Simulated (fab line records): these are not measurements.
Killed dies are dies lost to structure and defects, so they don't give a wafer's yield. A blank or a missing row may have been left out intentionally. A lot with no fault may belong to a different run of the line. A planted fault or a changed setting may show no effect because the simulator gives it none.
Which of the tools did it? -- flow n5Finfet -- Sampling: 11 lots, 33 wafers, 5 of 1938 route steps

## WHAT THE GAUGES SHOWED, per wafer
N5_BEOL_M14_THK_MEAS_01. Usual: M14_ILD_THK gives 1129 nm (standard deviation 15).
lot,measured,on,M14_ILD_THK (nm),flag
L389,day 10 13:52,filmMetro-01,1135 1121 1159,
L390,day 11 01:49,filmMetro-02,1098 1130 1118,
L394,day 12 04:00,filmMetro-02,1106 1140 1134,
L396,day 12 07:59,filmMetro-02,1113 1146 1133,
L393,day 12 15:59,filmMetro-02,1126 1112 1128,
L397,day 12 17:11,filmMetro-02,1109 1108 1144,
L404,day 14 23:41,filmMetro-01,1116 618 1146,OFF
L405,day 15 06:44,filmMetro-01,626 598 1131,OFF
L408,day 15 15:20,filmMetro-01,1110 1146 1139,
L411,day 16 19:04,filmMetro-02,1124 1114 1151,
L412,day 16 18:38,filmMetro-01,1132 1117 1143,

## TOOL THAT RAN EACH LOT (tool first, then ch and the chambers of the sampled wafers, then the start)
lot,N5_BEOL_M13_STRIP_37,N5_BEOL_M13_PRE_CLEAN_42,N5_BEOL_M13_DEP_53,N5_BEOL_M14_ILD_DEP_00
L389,"plasmaAsher-01 ch 0,1, day 10 08:55","pvdSputter-02, day 10 12:25","pecvd-03 ch 1,2, day 10 13:32","pecvd-04 ch 0,1, day 10 13:40"
L390,"plasmaAsher-01 ch 0,1, day 10 23:28","pvdSputter-01, day 11 00:17","pecvd-02 ch 1,2, day 11 01:25","pecvd-01 ch 0,1, day 11 01:33"
L394,"plasmaAsher-02 ch 0,1, day 12 01:23","pvdSputter-01, day 12 02:32","pecvd-02 ch 0,1,2, day 12 03:41","pecvd-01 ch 0,2, day 12 03:49"
L396,"plasmaAsher-01 ch 0,1, day 12 03:01","pvdSputter-03, day 12 06:28","pecvd-04 ch 0,1,2, day 12 07:40","pecvd-02 ch 1,2, day 12 07:47"
L393,"plasmaAsher-01 ch 0,1, day 12 09:33","pvdSputter-02, day 12 14:25","pecvd-04 ch 0,1,2, day 12 15:40","pecvd-02 ch 0,1,2, day 12 15:47"
L397,"plasmaAsher-02 ch 0,1, day 12 09:44","pvdSputter-03, day 12 15:44","pecvd-04 ch 0,1,2, day 12 16:52","pecvd-02 ch 0,1,2, day 12 16:59"
L404,"plasmaAsher-01 ch 0,1, day 14 18:26","pvdSputter-03, day 14 22:14","pecvd-03 ch 0,2, day 14 23:22","pecvd-04 ch 0,2, day 14 23:30"
L405,"plasmaAsher-01 ch 0,1, day 15 04:37","pvdSputter-02, day 15 05:14","pecvd-04 ch 0,1,2, day 15 06:25","pecvd-04 ch 0,2, day 15 06:32"
L408,"plasmaAsher-01 ch 0,1, day 15 09:24","pvdSputter-01, day 15 13:53","pecvd-02 ch 0,1,2, day 15 15:01","pecvd-02 ch 1,2, day 15 15:08"
L411,"plasmaAsher-02 ch 0,1, day 16 15:32","pvdSputter-02, day 16 16:26","pecvd-02 ch 1,2, day 16 18:44","pecvd-02 ch 0,1,2, day 16 18:52"
L412,"plasmaAsher-02 ch 0,1, day 16 15:36","pvdSputter-03, day 16 16:18","pecvd-02 ch 0,1, day 16 18:19","pecvd-02 ch 1,2, day 16 18:27"
- N5_BEOL_M13_STRIP_37: strips in N2/H2.
- N5_BEOL_M13_PRE_CLEAN_42: time 30 s.
- N5_BEOL_M13_DEP_53: deposits SiCN from 3MS/NH3, target thk 50 nm, time 17.8 s.
- N5_BEOL_M14_ILD_DEP_00: deposits SiO2 from TEOS/O2, target thk 1119.3 nm, time 237.4 s.

## AS READ BY THE TOOLS THEMSELVES (means over the sampled wafers that have a number; for cases with no such wafer, the mark the record gives instead)
N5_BEOL_M13_STRIP_37. Usual: drypumpMotorCurrentA 5.40 A, standard deviation 0.16; heaterPowerW 343 W, standard deviation 35; oesProductAu 0.785 a.u., standard deviation 0.012.
lot,tool,drypumpMotorCurrentA (A),heaterPowerW (W),oesProductAu (a.u.),flag
L389,plasmaAsher-01,5.32,338,0.798,
L390,plasmaAsher-01,5.31,345,0.787,
L394,plasmaAsher-02,5.38,321,0.781,
L396,plasmaAsher-01,5.46,365,0.788,
L393,plasmaAsher-01,5.44,363,0.792,
L397,plasmaAsher-02,5.39,324,0.790,
L404,plasmaAsher-01,5.45,362,0.776,
L405,plasmaAsher-01,5.32,343,0.790,
L408,plasmaAsher-01,5.31,338,0.775,
L411,plasmaAsher-02,5.44,346,0.786,
L412,plasmaAsher-02,5.37,323,0.784,

N5_BEOL_M13_PRE_CLEAN_42. Usual: heaterPowerW 370 W, standard deviation 50.
lot,tool,heaterPowerW (W),flag
L389,pvdSputter-02,396,
L390,pvdSputter-01,371,
L394,pvdSputter-01,392,
L396,pvdSputter-03,344,
L393,pvdSputter-02,359,
L397,pvdSputter-03,345,
L404,pvdSputter-03,320,
L405,pvdSputter-02,393,
L408,pvdSputter-01,371,
L411,pvdSputter-02,345,
L412,pvdSputter-03,342,

N5_BEOL_M13_DEP_53. Usual: showerheadPlenumPTorr 4.165 Torr, standard deviation 0.022; throttleValvePct 18.2 %, standard deviation 1.1.
lot,tool,showerheadPlenumPTorr (Torr),throttleValvePct (%),flag
L389,pecvd-03,4.163,17.5,
L390,pecvd-02,4.165,17.9,
L394,pecvd-02,4.163,18.6,
L396,pecvd-04,4.160,17.9,
L393,pecvd-04,4.162,17.9,
L397,pecvd-04,4.165,18.0,
L404,pecvd-03,4.155,18.1,
L405,pecvd-04,4.172,18.0,
L408,pecvd-02,4.163,18.6,
L411,pecvd-02,4.165,18.1,
L412,pecvd-02,4.160,18.8,

N5_BEOL_M14_ILD_DEP_00. Usual: heaterPowerW 560 W, standard deviation 79; runLengthS 280.1 s, standard deviation 0.4; showerheadPlenumPTorr 8.35 Torr, standard deviation 0.032; throttleValvePct 18.6 %, standard deviation 1.2.
lot,tool,heaterPowerW (W),runLengthS (s),showerheadPlenumPTorr (Torr),throttleValvePct (%),flag
L389,pecvd-04,536,280.2,8.32,19.8,
L390,pecvd-01,560,280.6,8.35,18.2,
L394,pecvd-01,555,280.0,8.36,17.2,
L396,pecvd-02,570,279.7,8.35,18.7,
L393,pecvd-02,559,280.1,8.35,19.0,
L397,pecvd-02,597,279.8,8.35,19.1,
L404,pecvd-04,554,243.4,8.35,17.9,OFF
L405,pecvd-04,477,206.4,8.34,17.8,OFF
L408,pecvd-02,539,279.9,8.36,18.5,
L411,pecvd-02,543,280.0,8.36,19.1,
L412,pecvd-02,499,279.7,8.36,18.7,

## THE ANSWER, worked out from the rows above alone
Rule: lot off if the mean of its wafers having a number is beyond 3 standard deviations from the usual mean. A lot without any number at a reading at which 4 lots or more have one is off too. All remaining lots with rows at the step are treated as sound. Order of review: gauges by route order, followed by the tools' own readings, for which a lot's mean as printed above is used. At the first step where some lot is off, the reading lying furthest off is the one used; lots without a number count as furthest.
Off: L404, L405, at N5_BEOL_M14_THK_MEAS_01 (M14_ILD_THK).
A tool fits if, at a process step before that reading, it ran every lot that is off, and no sound lot after the first of them. The gauges at N5_BEOL_M14_THK_MEAS_01 aren't tried: what is off there is off at N5_BEOL_M14_ILD_DEP_00 too, on other tools, and a gauge's error can't cause that. One fits: N5_BEOL_M14_ILD_DEP_00 on pecvd-04. Its last sound lot is L389 (day 10 13:40), its first lot that is off L404 (day 14 23:30): a fault that began between those two fits.
On the lots that are off, the tool's own readings at N5_BEOL_M14_ILD_DEP_00 differ by more than 5 times the standard deviation of the sound lots' means, which bears it out; runLengthS reads 224.9 s there versus 280.0 s on the sound lots.

## WHAT THE SIMULATOR PUT IN
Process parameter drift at N5_BEOL_M14_ILD_DEP_00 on pecvd-04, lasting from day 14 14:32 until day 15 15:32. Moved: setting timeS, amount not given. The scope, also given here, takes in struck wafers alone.
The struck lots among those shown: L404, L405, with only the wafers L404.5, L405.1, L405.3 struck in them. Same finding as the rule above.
